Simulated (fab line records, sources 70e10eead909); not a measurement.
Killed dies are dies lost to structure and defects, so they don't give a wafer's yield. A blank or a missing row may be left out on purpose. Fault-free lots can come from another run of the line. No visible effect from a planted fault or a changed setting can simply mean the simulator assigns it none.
What tool caused it? -- flow nand harc -- 66 wafers from 22 lots sampled at 6 of the route's 1159 steps

== WHAT EACH GAUGE READ, for each wafer ==
The record lacks any reading of a measuring or inspecting step that a usual standard deviation could be used to judge.

== TOOL THAT RAN EACH LOT (tool first, then ch and the chambers of the sampled wafers, then the start) ==
lot,NHARC_A_CHANNEL_HOLE_D1_ETCH_22,NHARC_A_CHANNEL_FILL_D1_ALD_16,NHARC_A_STAIRCASE_TRIM_14,NHARC_A_STAIRCASE_ETCH_27,NHARC_A_STAIRCASE_DESCUM_186,NHARC_A_STAIRCASE_TRIM_187
L074,"har etch-02 ch 0,1, day 8 11:44","ald hk-01 ch 0,2,3, day 9 04:54","rie diel-13 ch 1,2, day 10 22:52 or earlier","rie diel-06 ch 0,1, day 10 22:52 or earlier","rie diel-06 ch 1,2,3, day 10 22:52","rie diel-06 ch 1,2,3, day 10 23:00"
L077,"har etch-02 ch 0,1, day 8 21:24","ald hk-03 ch 2,3, day 9 15:20","rie diel-01 ch 1,2, day 11 11:01 or earlier","rie diel-01 ch 0,2,3, day 11 11:01 or earlier","rie diel-01 ch 0,1,2, day 11 11:01","rie diel-01 ch 0,1, day 11 11:05"
L076,"har etch-01 ch 0,1, day 8 21:33","ald hk-01 ch 0,1,3, day 9 15:20","rie diel-01 ch 1,2, day 11 10:21 or earlier","rie diel-13 ch 0,3, day 11 10:21 or earlier","rie diel-01 ch 1,3, day 11 10:21","rie diel-01 ch 2,3, day 11 10:25"
L078,"har etch-02 ch 0,1, day 9 09:44","ald hk-01 ch 0,3, day 10 03:40","rie diel-01 ch 1,2,3, day 12 02:07 or earlier","rie diel-01 ch 1,3, day 12 02:07 or earlier","rie diel-01 ch 0,2, day 12 02:07","rie diel-01 ch 0,1,3, day 12 02:11"
L079,"har etch-02 ch 0,1, day 9 13:49","ald hk-03 ch 2,3, day 10 07:07","rie diel-06 ch 0,2, day 12 02:25 or earlier","rie diel-01 ch 2,3, day 12 02:25 or earlier","rie diel-13 ch 0,2,3, day 12 02:25","rie diel-13 ch 0,1, day 12 02:30"
L081,"har etch-01 ch 0,1, day 9 21:35","ald hk-03 ch 0,1,3, day 10 18:23","rie diel-06 ch 0,2,3, day 12 13:52 or earlier","rie diel-13 ch 0,1,3, day 12 13:52 or earlier","rie diel-06 ch 0,1,3, day 12 13:52","rie diel-06 ch 0,1,2, day 12 14:02"
L080,"har etch-02 ch 0,1, day 9 21:46","ald hk-02 ch 2,3, day 10 18:26","rie diel-01 ch 0,2,3, day 12 13:49 or earlier","rie diel-01 ch 1,2,3, day 12 13:49 or earlier","rie diel-06 ch 1,2,3, day 12 13:49","rie diel-06 ch 1,2,3, day 12 13:57"
L083,"har etch-02 ch 0,1, day 10 17:16","ald hk-01 ch 0,2, day 11 11:07","rie diel-13 ch 0,3, day 13 07:22 or earlier","rie diel-06 ch 1,2, day 13 07:22 or earlier","rie diel-06 ch 0,1,2, day 13 07:22","rie diel-06 ch 0,1,3, day 13 07:26"
L082,"har etch-01 ch 0,1, day 10 18:19","ald hk-03 ch 0,1,3, day 11 10:58","rie diel-06 ch 1,2,3, day 13 05:39 or earlier","rie diel-01 ch 0,1,3, day 13 05:39 or earlier","rie diel-06 ch 0,2,3, day 13 05:39","rie diel-06 ch 1,2,3, day 13 05:44"
L084,"har etch-01 ch 0,1, day 11 07:00","ald hk-02 ch 0,1, day 12 00:09","rie diel-13 ch 0,1,3, day 13 18:16 or earlier","rie diel-13 ch 1,2,3, day 13 18:16 or earlier","rie diel-01 ch 0,2,3, day 13 18:16","rie diel-01 ch 0,3, day 13 18:19"
L085,"har etch-02 ch 0,1, day 11 07:32","ald hk-02 ch 0,1,2, day 12 00:01","rie diel-06 ch 1,2, day 13 18:29 or earlier","rie diel-06 ch 1,2, day 13 18:29 or earlier","rie diel-06 ch 0,1,2, day 13 18:29","rie diel-06 ch 0,1, day 13 18:35"
L087,"har etch-01 ch 0,1, day 11 10:52","ald hk-02 ch 2,3, day 12 04:49","rie diel-06 ch 0,2,3, day 14 03:56 or earlier","rie diel-13 ch 2,3, day 14 03:56 or earlier","rie diel-06 ch 0,3, day 14 03:56","rie diel-06 ch 0,1,3, day 14 04:01"
L086,"har etch-02 ch 0,1, day 11 16:17","ald hk-02 ch 1,3, day 12 11:29","rie diel-13 ch 0,1,2, day 14 11:07 or earlier","rie diel-13 ch 0,2,3, day 14 11:07 or earlier","rie diel-13 ch 0,1, day 14 11:07","rie diel-13 ch 1,2,3, day 14 11:26"
L089,"har etch-02 ch 0,1, day 12 03:01","ald hk-02 ch 1,2, day 12 20:13","rie diel-13 ch 0,1, day 14 14:56 or earlier","rie diel-13 ch 2,3, day 14 14:56 or earlier","rie diel-01 ch 1,2,3, day 14 14:56","rie diel-01 ch 0,2, day 14 15:05"
L090,"har etch-02 ch 0,1, day 12 09:42","ald hk-01 ch 0,1,2, day 13 03:26","rie diel-06 ch 0,1,2, day 15 02:33 or earlier","rie diel-01 ch 0,3, day 15 02:33 or earlier","rie diel-06 ch 0,1,2, day 15 02:33","rie diel-06 ch 1,2,3, day 15 02:39"
L091,"har etch-01 ch 0,1, day 12 16:16","ald hk-03 ch 1,2,3, day 13 09:17","rie diel-13 ch 1,2,3, day 15 02:53 or earlier","rie diel-13 ch 1,2,3, day 15 02:53 or earlier","rie diel-13 ch 1,2,3, day 15 02:53","rie diel-13 ch 0,1,2, day 15 02:59"
L092,"har etch-02 ch 0,1, day 12 17:18","ald hk-02 ch 0,3, day 13 09:19","rie diel-13 ch 1,2, day 15 03:53 or earlier","rie diel-06 ch 0,1,3, day 15 03:53 or earlier","rie diel-01 ch 0,2,3, day 15 03:53","rie diel-01 ch 1,2,3, day 15 03:59"
L093,"har etch-01 ch 0,1, day 13 02:47","ald hk-02 ch 0,1,2, day 13 20:23","rie diel-01 ch 1,2,3, day 15 15:49 or earlier","rie diel-13 ch 0,2,3, day 15 15:49 or earlier","rie diel-13 ch 0,1,2, day 15 15:49","rie diel-13 ch 0,2,3, day 15 15:53"
L094,"har etch-02 ch 0,1, day 13 09:05","ald hk-01 ch 0,1,3, day 14 02:04","rie diel-06 ch 0,1,3, day 15 21:13 or earlier","rie diel-01 ch 1,2,3, day 15 21:13 or earlier","rie diel-01 ch 1,2,3, day 15 21:13","rie diel-01 ch 0,2, day 15 21:20"
L095,"har etch-01 ch 0,1, day 13 10:36","ald hk-02 ch 0,1,3, day 14 02:08","rie diel-01 ch 0,2,3, day 16 00:41 or earlier","rie diel-06 ch 0,2,3, day 16 00:41 or earlier","rie diel-13 ch 0,1,3, day 16 00:41","rie diel-13 ch 0,1,2, day 16 00:47"
L096,"har etch-02 ch 0,1, day 13 19:17","ald hk-02 ch 0,3, day 14 15:14","rie diel-13 ch 1,2,3, day 16 10:55 or earlier","rie diel-13 ch 1,2, day 16 10:55 or earlier","rie diel-06 ch 0,1,2, day 16 10:55","rie diel-06 ch 0,1,2, day 16 11:02"
L097,"har etch-02 ch 0, day 14 11:54","ald hk-01 ch 2,3, day 15 04:17","rie diel-01 ch 1,3, day 16 23:25 or earlier","rie diel-01 ch 0,1, day 16 23:25 or earlier","rie diel-13 ch 0,2,3, day 16 23:25","rie diel-13 ch 0,1, day 16 23:29"
- NHARC_A_CHANNEL_HOLE_D1_ETCH_22: etches the open film in C4F8/O2/Ar, time 666.7 s, target depth 1600 nm.
- NHARC_A_CHANNEL_FILL_D1_ALD_16: deposits SiO2, target thk 1.5 nm, pulse time 10 s, ald cycles 15.
- NHARC_A_STAIRCASE_TRIM_14: chemistry O2, time 211.2 s.
- NHARC_A_STAIRCASE_ETCH_27: etches the open film in C4F8/O2, target depth 100 nm, time 40.5 s.
- NHARC_A_STAIRCASE_DESCUM_186: chemistry O2, time 3 s.
- NHARC_A_STAIRCASE_TRIM_187: chemistry O2, time 211.2 s.

== AS READ BY THE TOOLS THEMSELVES (means over the sampled wafers that have a number; for cases with no such wafer, the mark the record gives instead) ==
NHARC_A_CHANNEL_HOLE_D1_ETCH_22.
lot,tool,c4f8 flow sccm (sccm),drypump motor current A (A),showerhead plenum p Torr (Torr),throttle valve pct (%)
L074,har etch-02,89.23,5.16,3.77,32.153
L077,har etch-02,89.42,5.17,3.65,32.148
L076,har etch-01,89.31,5.44,3.82,32.157
L078,har etch-02,89.27,5.15,3.76,32.162
L079,har etch-02,89.27,5.17,3.65,32.159
L081,har etch-01,89.28,5.47,3.82,32.155
L080,har etch-02,89.18,5.18,3.65,32.156
L083,har etch-02,89.32,5.13,3.75,32.153
L082,har etch-01,89.45,5.44,3.82,32.157
L084,har etch-01,89.34,5.48,3.81,32.161
L085,har etch-02,89.31,5.16,3.75,32.159
L087,har etch-01,89.31,5.47,3.81,32.156
L086,har etch-02,89.43,5.16,3.75,32.153
L089,har etch-02,89.38,5.18,3.63,32.158
L090,har etch-02,89.22,5.17,3.63,32.153
L091,har etch-01,89.44,5.56,3.80,32.156
L092,har etch-02,89.23,5.17,3.74,32.155
L093,har etch-01,89.27,5.57,3.80,32.159
L094,har etch-02,89.52,5.21,3.63,32.153
L095,har etch-01,89.38,5.56,3.80,32.157
L096,har etch-02,89.39,5.16,3.62,32.144
L097,har etch-02,89.54,5.14,3.83,32.161

NHARC_A_CHANNEL_FILL_D1_ALD_16.
lot,tool,heater power w (W),precursor pulse height rel
L074,ald hk-01,470,0.997
L077,ald hk-03,484,0.983
L076,ald hk-01,465,1.014
L078,ald hk-01,465,0.990
L079,ald hk-03,488,1.001
L081,ald hk-03,458,0.995
L080,ald hk-02,471,1.017
L083,ald hk-01,454,0.981
L082,ald hk-03,471,1.012
L084,ald hk-02,444,1.000
L085,ald hk-02,462,0.998
L087,ald hk-02,470,0.984
L086,ald hk-02,444,1.009
L089,ald hk-02,447,0.982
L090,ald hk-01,458,0.984
L091,ald hk-03,473,0.995
L092,ald hk-02,498,0.999
L093,ald hk-02,465,1.007
L094,ald hk-01,467,0.983
L095,ald hk-02,468,1.011
L096,ald hk-02,495,0.983
L097,ald hk-01,488,1.005

NHARC_A_STAIRCASE_TRIM_14.
lot,tool,drypump motor current A (A),oes product au (a.u.),rf vpp V (V),showerhead plenum p Torr (Torr),throttle valve pct (%)
L074,rie diel-13,5.7,1.006,57.5,3.33,17.041
L077,rie diel-01,5.7,0.998,57.4,3.34,17.032
L076,rie diel-01,5.7,0.992,57.5,3.34,17.036
L078,rie diel-01,5.8,0.994,58.6,3.41,17.046
L079,rie diel-06,6.2,0.997,59.2,3.60,17.042
L081,rie diel-06,6.2,1.001,58.9,3.50,17.043
L080,rie diel-01,5.9,0.984,58.0,3.46,17.038
L083,rie diel-13,5.6,0.995,57.6,3.48,17.044
L082,rie diel-06,6.4,1.007,57.3,3.53,17.033
L084,rie diel-13,5.5,0.997,57.7,3.40,17.040
L085,rie diel-06,6.5,0.993,59.0,3.62,17.043
L087,rie diel-06,6.2,0.997,57.4,3.49,17.033
L086,rie diel-13,5.8,0.992,58.3,3.57,17.046
L089,rie diel-13,5.4,0.998,57.0,3.42,17.028
L090,rie diel-06,6.3,0.993,58.4,3.62,17.026
L091,rie diel-13,5.7,0.998,57.6,3.47,17.035
L092,rie diel-13,6.1,1.002,57.2,3.64,17.027
L093,rie diel-01,5.8,1.002,58.2,3.39,17.040
L094,rie diel-06,6.2,0.998,58.2,3.51,17.036
L095,rie diel-01,5.9,1.004,56.8,3.44,17.029
L096,rie diel-13,5.8,0.997,58.0,3.47,17.041
L097,rie diel-01,5.7,0.997,58.1,3.38,17.036

NHARC_A_STAIRCASE_ETCH_27.
lot,tool,oes product au (a.u.),rf fwd power W (W),rf vpp V (V)
L074,rie diel-06,0.957,593.7,901
L077,rie diel-01,0.927,592.6,893
L076,rie diel-13,0.920,593.5,895
L078,rie diel-01,0.934,591.9,892
L079,rie diel-01,0.937,592.1,895
L081,rie diel-13,0.929,594.0,893
L080,rie diel-01,0.930,592.7,892
L083,rie diel-06,0.937,593.5,900
L082,rie diel-01,0.940,591.5,893
L084,rie diel-13,0.933,592.9,895
L085,rie diel-06,0.942,595.0,899
L087,rie diel-13,0.939,591.1,899
L086,rie diel-13,0.936,592.9,897
L089,rie diel-13,0.934,594.0,893
L090,rie diel-01,0.946,588.0,896
L091,rie diel-13,0.942,593.1,894
L092,rie diel-06,0.950,594.1,896
L093,rie diel-13,0.950,593.0,896
L094,rie diel-01,0.955,590.5,891
L095,rie diel-06,0.954,595.3,893
L096,rie diel-13,0.921,590.8,894
L097,rie diel-01,0.957,593.2,889

NHARC_A_STAIRCASE_DESCUM_186.
lot,tool,drypump motor current A (A),oes product au (a.u.),rf vpp V (V),showerhead plenum p Torr (Torr),throttle valve pct (%)
L074,rie diel-06,6.4,1.014,57.3,1.92,11.304
L077,rie diel-01,5.7,1.007,56.9,1.83,11.317
L076,rie diel-01,5.9,0.997,58.6,1.89,11.321
L078,rie diel-01,5.8,0.990,57.5,1.83,11.307
L079,rie diel-13,5.9,0.987,56.9,1.83,11.306
L081,rie diel-06,6.2,1.007,57.9,1.91,11.315
L080,rie diel-06,6.4,1.008,57.0,1.91,11.302
L083,rie diel-06,6.3,0.993,57.4,1.97,11.318
L082,rie diel-06,6.2,1.001,57.9,1.89,11.300
L084,rie diel-01,5.9,1.000,58.0,1.87,11.325
L085,rie diel-06,6.3,0.997,57.6,1.97,11.319
L087,rie diel-06,6.0,1.003,58.3,1.89,11.314
L086,rie diel-13,5.5,1.007,57.7,1.90,11.317
L089,rie diel-01,5.7,1.007,57.5,1.84,11.304
L090,rie diel-06,6.3,0.996,58.2,1.97,11.306
L091,rie diel-13,5.7,0.987,57.7,1.88,11.312
L092,rie diel-01,5.9,1.011,57.6,1.87,11.315
L093,rie diel-13,5.8,0.998,57.3,1.94,11.313
L094,rie diel-01,5.8,1.009,57.3,1.84,11.310
L095,rie diel-13,5.4,0.998,57.5,1.84,11.317
L096,rie diel-06,6.3,0.992,58.0,1.96,11.312
L097,rie diel-13,5.8,0.999,57.7,1.92,11.311

NHARC_A_STAIRCASE_TRIM_187.
lot,tool,drypump motor current A (A),oes product au (a.u.),rf vpp V (V),showerhead plenum p Torr (Torr),throttle valve pct (%)
L074,rie diel-06,6.4,0.999,58.1,3.53,17.038
L077,rie diel-01,5.7,0.993,57.5,3.38,17.044
L076,rie diel-01,5.9,0.988,57.4,3.48,17.039
L078,rie diel-01,5.8,0.993,57.4,3.45,17.042
L079,rie diel-13,5.5,0.984,57.9,3.51,17.044
L081,rie diel-06,6.3,0.985,57.1,3.63,17.035
L080,rie diel-06,6.4,1.007,57.8,3.53,17.026
L083,rie diel-06,6.2,1.005,57.9,3.52,17.028
L082,rie diel-06,6.4,1.004,57.6,3.52,17.033
L084,rie diel-01,5.9,0.994,57.5,3.52,17.034
L085,rie diel-06,6.1,0.997,58.7,3.63,17.044
L087,rie diel-06,6.3,0.997,57.6,3.52,17.045
L086,rie diel-13,5.8,0.995,58.0,3.48,17.034
L089,rie diel-01,5.8,1.005,57.1,3.38,17.027
L090,rie diel-06,6.5,1.003,57.6,3.52,17.029
L091,rie diel-13,5.8,1.004,58.2,3.57,17.040
L092,rie diel-01,5.8,1.000,57.4,3.40,17.024
L093,rie diel-13,5.9,1.003,58.1,3.54,17.033
L094,rie diel-01,5.8,1.007,57.4,3.42,17.042
L095,rie diel-13,5.8,0.993,58.4,3.56,17.036
L096,rie diel-06,6.3,0.995,58.5,3.61,17.047
L097,rie diel-13,5.5,1.008,57.9,3.49,17.036

== THE ANSWER, worked out from the rows above alone ==
Rule: the lots themselves supply what counts as usual. The widest of any qualifying gaps counts: lots, ordered by their means at a reading, are off when they make up no more than a third of the lots, leave a main group of 4 or more, and stand apart from it by 3 or more times the standard deviation of that group's means. Not used: any main group whose means are identical at the precision the tables above print for the reading. Also off: a lot with no number at a reading for which 4 or more lots have one. The other lots that the step has rows for count as sound. Order of review: gauges by route order, followed by the tools' own readings, for which a lot's mean as printed above is used. At the first step where some lot is off, the reading lying furthest off is the one used; lots without a number count as furthest.
Across all readings shown, no lot is off: no conclusion can be drawn from this.

== WHAT HAD BEEN PUT IN BY THE SIMULATOR ==
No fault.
